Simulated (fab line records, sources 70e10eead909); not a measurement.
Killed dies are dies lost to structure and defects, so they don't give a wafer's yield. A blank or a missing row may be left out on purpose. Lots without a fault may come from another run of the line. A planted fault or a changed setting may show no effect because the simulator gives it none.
fab line records | flow nand_harc
record lots=10 wafers=30 last_day=33
route steps=1302 shown A_STAIRCASE@743 A_SGD_CUT@904 END@1302
lots that met no fault: from a run of the same line without faults
start_h: hours from the record's first day to the start of the lot's first wafer shown | wait_h: hours since the lot's step before | " the same as in the row above | L1.1+2: a row that stands for several wafers | - no value, or no start given | * or withheld: withheld | < > ~ a bound
route shown NAME@n: a module of which the file shows steps, and the number in the route of the first | usual: mean/standard deviation of fault-free wafers | same: alike in all rows | chamber/n: place in a boat | sites: the reading at each site | _std_site: their standard deviation | _edge_site: outer sites' mean less inner sites' | radius_mm: how far each site lies from the wafer's centre | mask NAME#n: copy n | behind: the tool/chamber that last shaped the wafer | hold: why the lot was held/for how many hours/how that ended | device: the transistor (n, p or np) that didn't switch | end of line: the same wafers' tests at the end of the route | a step without rows: its recipe alone | killed: dies lost to structure and defects at the first sort, not the wafer's yield | map: a wafer's dies, x killed, . not, _ none there
set.NAME: the setting as run; set.NAME@STEP: as run at that earlier step | model.NAME: the simulator's own value behind a step, which no gauge read
steps of the route over a sample of lots; a table a step, a row a wafer
services: from which hour (start_h, from the record's first day; less than 0 if before it) a tool's chamber was out of use, for how many hours, and why
## steps
# step NHARC_A_STAIRCASE_TRIM_229
# recipe time_s=211.2 o2_flow_sccm=500 ar_flow_sccm=0 bias_w=0 chemistry=O2
# usual chamber_pressure_mTorr=60.00/0.058 drypump_motor_current_A=5.8/0.52 oes_product_au=0.998/0.0082 rf_vpp_V=57.9/0.93 showerhead_plenum_p_Torr=3.54/0.13 throttle_valve_pct=17.037/0.0083
# columns lot.wafer tool chamber start_h wait_h chamber_pressure_mTorr drypump_motor_current_A oes_product_au rf_hours_counter_h rf_vpp_V showerhead_plenum_p_Torr throttle_valve_pct
L742.2 rie_diel-12 2 375.05 0.1 59.94 5.4 1.000 36 58.7 3.64 17.023
L742.5 " 2 " " 60.01 5.5 1.003 - 58.4 3.64 17.036
L742.6 " 3 " " 59.89 6.1 0.999 - 57.9 3.44 17.040
L744.2 rie_diel-04 1 387.26 0.1 60.04 6.6 1.007 11 57.0 3.29 17.027
L744.6 " 1 " " 60.02 6.6 1.004 - 56.2 3.29 17.034
L744.5 " 2 " " 60.10 6.2 0.995 - 58.5 3.63 17.040
L745.4 rie_diel-04 1 404.45 0.1 59.98 6.6 0.988 14 56.7 3.29 17.046
L745.1 " 0 " " 60.00 5.2 0.999 15 57.4 3.40 17.044
L745.6 " 2 " " 59.96 6.2 0.998 - 58.0 3.63 17.035
L746.1 rie_diel-04 1 407.88 0.1 59.90 6.6 1.002 15 57.5 3.29 17.024
L746.3 " 2 " " 60.03 6.2 1.001 17 58.1 3.62 17.028
L746.5 " 3 " " 59.98 6.0 0.993 - 56.8 3.73 17.036
L747.1 rie_diel-04 2 421.03 0.1 59.87 6.2 0.976 24 55.8 3.62 17.032
L747.2 " 3 " " 59.98 6.0 0.986 22 57.7 3.73 17.037
L747.3 " 1 " " 59.95 6.6 0.993 19 57.4 3.28 17.022
L748.3 rie_diel-04 1 428.55 0.1 60.01 6.6 0.995 22 56.8 3.28 17.052
L748.1 " 2 " " 60.02 6.3 0.995 27 59.5 3.62 17.051
L748.6 " 3 " " 60.03 6.0 0.996 - 57.7 3.73 17.034
L750.4 rie_diel-04 2 444.41 0.1 60.08 6.2 1.001 32 59.8 3.62 17.037
L750.2 " 0 " " 59.96 5.3 0.998 28 56.6 3.39 17.025
L750.5 " 2 " " 59.93 6.2 0.994 - 57.9 3.62 17.025
L752.3 rie_diel-04 0 465.92 0.1 59.90 5.3 1.008 36 55.9 3.39 17.048
L752.2 " 3 " " 60.07 6.0 1.001 41 58.1 3.72 17.056
L752.4 " 3 " " 59.95 6.0 1.009 - 58.1 3.72 17.040
L759.1 rie_diel-11 1 547.59 0.1 59.94 6.2 1.000 44 58.1 3.64 17.029
L759.4 " 3 " " 60.02 5.0 1.000 41 57.9 3.47 17.031
L759.6 " 0 " " 59.95 6.3 1.002 - 58.5 3.61 17.044
L764.4 rie_diel-04 1 590.06 0.1 60.10 6.6 0.991 11 58.3 3.80 17.039
L764.3 " 3 " " 60.08 6.0 1.001 12 58.7 3.70 17.030
L764.6 " 1 " " 60.03 6.6 0.999 - 58.3 3.80 17.047
# step NHARC_A_STAIRCASE_DESCUM_443
# recipe time_s=3 o2_flow_sccm=200 ar_flow_sccm=0 bias_power_w=0 chemistry=O2
# usual chamber_pressure_mTorr=60.00/0.063 drypump_motor_current_A=5.9/0.52 oes_product_au=1.000/0.0082 rf_vpp_V=57.9/0.87 showerhead_plenum_p_Torr=1.93/0.071 throttle_valve_pct=11.311/0.0087
# columns lot.wafer tool chamber start_h wait_h chamber_pressure_mTorr drypump_motor_current_A oes_product_au rf_hours_counter_h rf_vpp_V showerhead_plenum_p_Torr throttle_valve_pct
L742.2 rie_diel-12 3 439.79 - 60.02 6.1 0.988 53 58.4 1.85 11.301
L742.6 " 0 " " 60.03 5.0 1.002 - 58.7 1.86 11.334
L742.5 " 1 " " 59.96 5.5 0.991 - 57.6 1.95 11.314
L744.2 rie_diel-11 3 451.05 - 60.05 5.0 0.985 2 58.0 1.89 11.310
L744.6 " 0 " " 59.90 6.4 1.001 - 59.1 1.97 11.307
L744.5 " 1 " " 59.91 6.2 1.004 - 58.8 1.99 11.308
L745.4 rie_diel-11 1 466.81 - 60.11 6.2 0.997 10 59.9 1.99 11.315
L745.1 " 2 " " 60.04 6.1 1.017 11 55.9 1.96 11.311
L745.6 " 3 " " 60.00 5.0 0.999 - 57.2 1.89 11.315
L746.1 rie_diel-12 2 466.96 - 60.14 5.5 0.990 5 57.7 1.97 11.302
L746.3 " 1 " " 59.98 5.5 0.999 4 58.9 1.95 11.308
L746.5 " 3 " " 59.86 6.1 0.996 - 57.9 1.85 11.308
L747.3 rie_diel-11 1 492.27 - 59.99 6.2 0.989 16 58.3 1.99 11.309
L747.2 " 3 " " 59.92 5.0 0.981 19 58.5 1.89 11.308
L747.1 " 0 " " 60.03 6.3 0.992 16 58.3 1.97 11.330
L748.3 rie_diel-11 0 503.06 - 59.98 6.3 0.991 19 58.4 1.97 11.310
L748.1 " 1 " " 59.94 6.1 1.001 20 57.6 1.99 11.298
L748.6 " 3 " " 60.10 5.0 0.996 - 58.0 1.88 11.311
L750.2 rie_diel-11 1 509.59 - 60.04 6.2 0.998 24 59.0 1.99 11.321
L750.4 " 2 " " 60.05 6.1 1.006 29 58.2 1.95 11.321
L750.5 " 2 " " 60.01 6.1 1.011 - 57.5 1.95 11.312
L752.4 rie_diel-11 1 521.84 - 60.00 6.2 1.011 31 56.3 1.98 11.320
L752.3 " 2 " " 60.05 6.1 1.011 33 58.6 1.95 11.311
L752.2 " 0 " " 60.00 6.3 1.009 28 59.0 1.96 11.317
L759.4 rie_diel-12 0 616.85 - 59.99 5.0 1.002 51 57.5 1.84 11.299
L759.1 " 2 " " 60.07 5.4 0.995 47 57.3 1.95 11.318
L759.6 " 1 " " 60.14 5.5 0.996 - 57.9 1.94 11.319
L764.4 rie_diel-04 0 652.24 - 60.04 5.3 1.005 21 56.7 1.82 11.314
L764.3 " 3 " " 60.00 6.0 1.007 35 56.8 2.00 11.310
L764.6 " 0 " " 59.92 5.3 1.003 - 56.0 1.82 11.316
# step NHARC_A_STAIRCASE_STRIP_446
# recipe power_w=1500 temp_c=250 chemistry=O2
# usual drypump_motor_current_A=5.8/0.48 heater_power_w=325/34 temp_c=250.01/0.19
# columns lot.wafer tool chamber start_h wait_h drypump_motor_current_A heater_power_w rf_hours_counter_h temp_c
L742.2 plasma_asher-02 0 444.33 0.1 5.2 350 1 250.05
L742.5 " 1 " " 6.6 340 - 250.09
L742.6 " 0 " " 5.2 360 - 249.92
L744.2 plasma_asher-01 1 455.48 0.0 5.7 280 24 249.88
L744.6 " 1 " " 5.7 270 - 249.92
L744.5 " 0 " " 5.7 330 - 250.35
L745.1 plasma_asher-02 0 471.29 0.0 5.2 353 6 249.88
L745.4 " 0 " " 5.2 366 - 250.01
L745.6 " 0 " " 5.2 363 - 249.81
L746.1 plasma_asher-01 1 471.44 0.1 5.7 270 28 250.35
L746.3 " 0 " " 5.7 338 - 250.15
L746.5 " 1 " " 5.7 276 - 249.97
L747.1 plasma_asher-02 1 496.77 0.0 6.6 338 9 249.98
L747.2 " 0 " " 5.2 359 9 250.06
L747.3 " 0 " " 5.2 358 - 250.06
L748.1 plasma_asher-01 1 507.47 0.0 5.7 272 35 250.07
L748.3 " 0 " " 5.7 342 - 249.83
L748.6 " 1 " " 5.8 280 - 250.23
L750.2 plasma_asher-02 0 514.06 0.0 5.2 357 14 250.28
L750.4 " 1 " " 6.6 345 - 249.89
L750.5 " 1 " " 6.6 354 - 249.98
L752.2 plasma_asher-02 1 526.33 0.0 6.6 346 18 250.21
L752.4 " 1 " " 6.7 347 - 250.21
L752.3 " 0 " " 5.2 358 - 250.37
L759.1 plasma_asher-01 1 621.49 0.3 5.7 271 18 249.82
L759.4 " 1 " " 5.8 277 - 250.04
L759.6 " 0 " " 5.7 330 - 250.28
L764.3 plasma_asher-01 1 656.85 0.1 5.7 272 - 250.08
L764.4 " 0 " " 5.7 328 - 249.90
L764.6 " 1 " " 5.7 272 - 250.18
# step NHARC_A_SGD_CUT_DESCUM_14
# recipe time_s=3 o2_flow_sccm=200 ar_flow_sccm=0 bias_power_w=0 chemistry=O2
# usual chamber_pressure_mTorr=60.01/0.059 drypump_motor_current_A=5.86/0.28 oes_product_au=0.999/0.0075 rf_vpp_V=57.7/0.81 showerhead_plenum_p_Torr=1.90/0.063 throttle_valve_pct=11.311/0.0084
# columns lot.wafer tool chamber start_h wait_h hold chamber_pressure_mTorr drypump_motor_current_A oes_product_au rf_hours_counter_h rf_vpp_V showerhead_plenum_p_Torr throttle_valve_pct
L742.2 rie_diel-05 3 447.96 0.1 - 60.06 5.21 1.001 1 57.9 1.90 11.299
L742.6 " 1 " " - 59.96 6.20 0.994 - 58.0 1.81 11.283
L742.5 " 2 " " - 60.04 6.13 0.999 - 56.6 1.85 11.314
L744.2 rie_diel-01 0 459.59 0.1 - 60.01 5.76 0.999 5 57.0 1.92 11.310
L744.6 " 1 " " - 60.05 5.83 1.001 - 56.8 1.83 11.308
L744.5 " 2 " " - 60.13 6.30 1.006 - 57.8 2.00 11.319
L745.1 rie_diel-02 3 474.85 0.1 - 60.01 5.77 0.994 6 58.7 1.96 11.308
L745.4 " 0 " " - 60.02 5.52 0.999 6 58.8 1.92 11.317
L745.6 " 3 " " - 60.04 5.76 1.009 - 57.0 1.96 11.305
L746.1 rie_diel-01 3 475.03 0.1 - 60.00 6.29 0.999 6 57.2 1.90 11.309
L746.3 " 1 " " - 60.05 5.83 1.001 6 57.3 1.83 11.324
L746.5 " 2 " " - 60.00 6.25 1.008 - 57.6 2.00 11.310
L747.1 rie_diel-05 1 500.27 0.1 - 60.00 6.21 0.987 4 57.9 1.81 11.323
L747.2 " 3 " " - 59.96 5.22 0.995 4 58.6 1.90 11.303
L747.3 " 0 " " - 60.03 5.74 1.002 4 57.3 2.02 11.321
L748.3 rie_diel-02 1 511.04 0.1 - 60.02 5.73 0.993 9 57.6 1.81 11.313
L748.1 " 2 " " - 59.96 5.99 0.984 9 57.9 1.92 11.310
L748.6 " 0 " " - 60.04 5.49 0.989 - 57.1 1.92 11.309
L750.2 rie_diel-02 1 521.04 3.4 await_dispo/3.4h/release 60.01 5.69 1.007 9 57.0 1.81 11.309
L750.4 " 3 " " await_dispo/3.4h/release 60.04 5.78 0.996 11 59.0 1.95 11.315
L750.5 " 1 " " await_dispo/3.4h/release 60.10 5.69 0.994 - 57.0 1.81 11.306
L752.3 rie_diel-02 1 534.36 4.3 await_dispo/4.3h/release 60.14 5.75 1.005 11 57.7 1.81 11.306
L752.4 " 3 " " await_dispo/4.3h/release 60.01 5.78 1.010 12 57.8 1.95 11.318
L752.2 " 0 " " await_dispo/4.3h/release 60.09 5.53 0.997 11 57.4 1.92 11.312
L759.4 rie_diel-02 1 625.20 0.1 - 60.02 5.72 0.997 3 58.6 1.81 11.310
L759.1 " 3 " " - 60.04 5.79 1.008 3 57.3 1.95 11.312
L759.6 " 0 " " - 60.00 5.50 1.003 - 59.1 1.92 11.311
L764.4 rie_diel-01 3 660.32 0.1 - 60.07 6.24 0.997 6 57.8 1.90 11.318
L764.3 " 1 " " - 59.97 5.83 1.005 7 56.7 1.83 11.318
L764.6 " 0 " " - 60.03 5.73 1.006 - 57.7 1.92 11.313
# step NHARC_A_SGD_CUT_ETCH_16
# recipe target_depth_a=3105 time_s=155.2 c4f8_flow_sccm=withheld o2_flow_sccm=8 ar_flow_sccm=withheld rf_w=600 bias_w=800 chemistry=C4F8/O2/Ar
# usual chamber_pressure_mTorr=24.996/0.022 oes_product_au=0.975/0.013 rf_vpp_V=723/3.3
# columns lot.wafer tool chamber start_h wait_h chamber_pressure_mTorr oes_product_au rf_hours_counter_h rf_vpp_V
L742.2 rie_diel-05 3 - - 24.981 0.941 1 723
L742.6 " 3 " " 24.977 0.931 - 724
L742.5 " 0 " " 24.970 0.925 - 727
L744.2 rie_diel-01 2 - - 25.000 0.975 4 729
L744.6 " 2 " " 24.978 0.976 - 728
L744.5 " 3 " " 25.000 0.981 - 724
L745.1 rie_diel-02 1 - - 24.980 0.995 6 719
L745.4 " 2 " " 25.008 0.995 6 724
L745.6 " 1 " " 24.969 1.008 - 717
L746.1 rie_diel-01 1 - - 24.984 0.979 6 717
L746.3 " 2 " " 25.035 0.976 6 728
L746.5 " 0 " " 25.009 0.984 - 723
L747.3 rie_diel-05 0 - - 24.995 0.983 4 729
L747.2 " 1 " " 25.012 0.969 4 719
L747.1 " 2 " " 24.966 0.976 4 719
L748.3 rie_diel-02 3 - - 25.009 0.977 10 725
L748.1 " 0 " " 24.961 0.972 10 723
L748.6 " 0 " " 25.002 0.976 - 725
L750.4 rie_diel-02 2 - - 25.030 0.982 11 724
L750.2 " 3 " " 25.014 0.991 11 726
L750.5 " 1 " " 24.968 0.977 - 719
L752.4 rie_diel-02 1 - - 24.978 0.961 11 717
L752.2 " 3 " " 24.980 0.981 13 725
L752.3 " 0 " " 25.029 0.978 11 723
L759.1 rie_diel-02 1 - - 24.987 0.968 4 718
L759.4 " 0 " " 25.008 0.961 3 724
L759.6 " 1 " " 24.979 0.965 - 719
L764.4 rie_diel-01 0 - - 24.998 0.968 6 725
L764.3 " 3 " " 24.962 0.965 6 723
L764.6 " 0 " " 24.996 0.974 - 723
# step NHARC_END_SORT_01
# recipe temp_c=25
# usual killed_at_array=58/15 killed_at_other=0.8/1.2 killed_at_periphery=3.5/2.5 killed_dies=62/15 killed_open=3.2/1.7 killed_short=2.4/1.5
# same gross_dies=677
# columns lot.wafer tool chamber start_h wait_h killed_at_array killed_at_other killed_at_periphery killed_dies killed_open killed_short
L750.4 prober-01 0 668.32 3.4 129 0 4 133 2 1
L750.5 prober-01 0 669.13 3.7 121 0 5 126 5 1
L752.2 prober-01 0 682.65 2.8 105 0 9 114 3 2
L752.3 prober-01 0 683.44 3.1 117 0 5 122 5 2
L752.4 prober-01 0 684.24 3.4 116 1 6 123 2 1
# killed by level:class
L750.4 A_STAIRCASE:unspecified=79 A_SLIT:chamber_film_flake=24 A_CHANNEL_HOLE_D2:chamber_film_flake=10 A_CHANNEL_HOLE_D1:chamber_film_flake=4 P_M1:chamber_film_flake=3 A_STAIRCASE:chamber_film_flake=3 A_DECK1_JOINT:chamber_film_flake=2 A_CONTACT:chamber_film_flake=2
L750.5 A_STAIRCASE:unspecified=75 A_SLIT:chamber_film_flake=23 A_CHANNEL_HOLE_D2:chamber_film_flake=6 A_STAIRCASE:chamber_film_flake=4 A_CHANNEL_HOLE_D1:chamber_film_flake=3 P_ZERO_WELL:chamber_film_flake=2 P_M1:geometric_particle:open=1 A_CHANNEL_HOLE_D1:geometric_particle:open=1
L752.2 A_STAIRCASE:unspecified=71 A_SLIT:chamber_film_flake=22 P_M2:chamber_film_flake=6 A_CONTACT:chamber_film_flake=4 A_CHANNEL_HOLE_D1:chamber_film_flake=2 A_DECK1_JOINT:chamber_film_flake=2 A_STAIRCASE:chamber_film_flake=2 P_STI:geometric_particle:short=1
L752.3 A_STAIRCASE:unspecified=72 A_SLIT:chamber_film_flake=26 A_CHANNEL_HOLE_D1:chamber_film_flake=6 A_CONTACT:chamber_film_flake=3 P_M2:chamber_film_flake=2 A_STAIRCASE:chamber_film_flake=2 P_CONTACT:geometric_particle:short=1 P_M1:geometric_particle:open=1
L752.4 A_STAIRCASE:unspecified=76 A_SLIT:chamber_film_flake=29 A_CHANNEL_HOLE_D1:chamber_film_flake=5 P_M2:chamber_film_flake=3 P_M0:geometric_particle:open=2 A_CONTACT:chamber_film_flake=2 A_CHANNEL_HOLE_D1:geometric_particle:short=1 P_STI:chamber_film_flake=1
## services
# columns tool chamber start_h hours kind
rie_diel-01 - 356.90 1.0 repair
rie_diel-04 - 357.82 9.0 pm
rie_diel-01 - 380.82 9.0 pm
rie_diel-01 2 393.51 3.3 repair
rie_diel-02 - 393.70 9.0 pm
rie_diel-04 1 395.52 5.5 repair
rie_diel-01 2 397.78 2.8 repair
rie_diel-04 1 411.04 2.2 repair
rie_diel-04 0 416.90 7.5 repair
plasma_asher-01 - 418.69 3.2 repair
plasma_asher-02 - 426.00 9.0 pm
rie_diel-04 1 446.43 59.4 repair
rie_diel-11 2 488.06 1.5 repair
plasma_asher-01 - 519.00 9.0 pm
rie_diel-01 2 520.61 2.8 repair
rie_diel-04 - 534.82 9.0 pm
rie_diel-01 2 548.55 2.6 repair
rie_diel-01 - 557.82 9.0 pm
rie_diel-01 0 568.45 6.7 repair
rie_diel-02 - 570.70 9.0 pm
rie_diel-11 3 579.65 3.0 repair
rie_diel-11 - 609.54 9.0 pm
rie_diel-04 0 614.70 15.9 repair
rie_diel-01 0 618.00 2.5 repair
## key
first_sign step=NHARC_END_SORT_01 reading=killed_dies direction=up sigmas=4.1 usual=62 struck=124
effect step=NHARC_END_SORT_01 reading=killed_at_array direction=up sigmas=3.9 usual=58 struck=118
more_kills_born_at NHARC_A_STAIRCASE_TRIM_229@rie_diel-04=373
met_at NHARC_A_STAIRCASE_TRIM_229
struck_lots L750,L752
rows_end L750.2
tester_left_out L750,L752
not_acting_at NHARC_A_STAIRCASE_DESCUM_443,NHARC_A_STAIRCASE_STRIP_446,NHARC_A_SGD_CUT_ETCH_16
onset_between 428.55 444.41
fault kind=chamber_particle_source tool=rie_diel-04 chamber=- onset_h=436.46 steps=NHARC_A_STAIRCASE_TRIM_229 rate_per_visit_cm2=0.57947 end_h=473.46
# tester_left_out: of these lots the tester's yield and bins aren't shown, on N5 and GAA mostly nor the transistor test; their killed dies are dies lost to structure and defects alone, not to doping, threshold or leakage, so they don't give the yield
# rows_end: these wafers met a further fault down the route, and their rows from its step on are left out
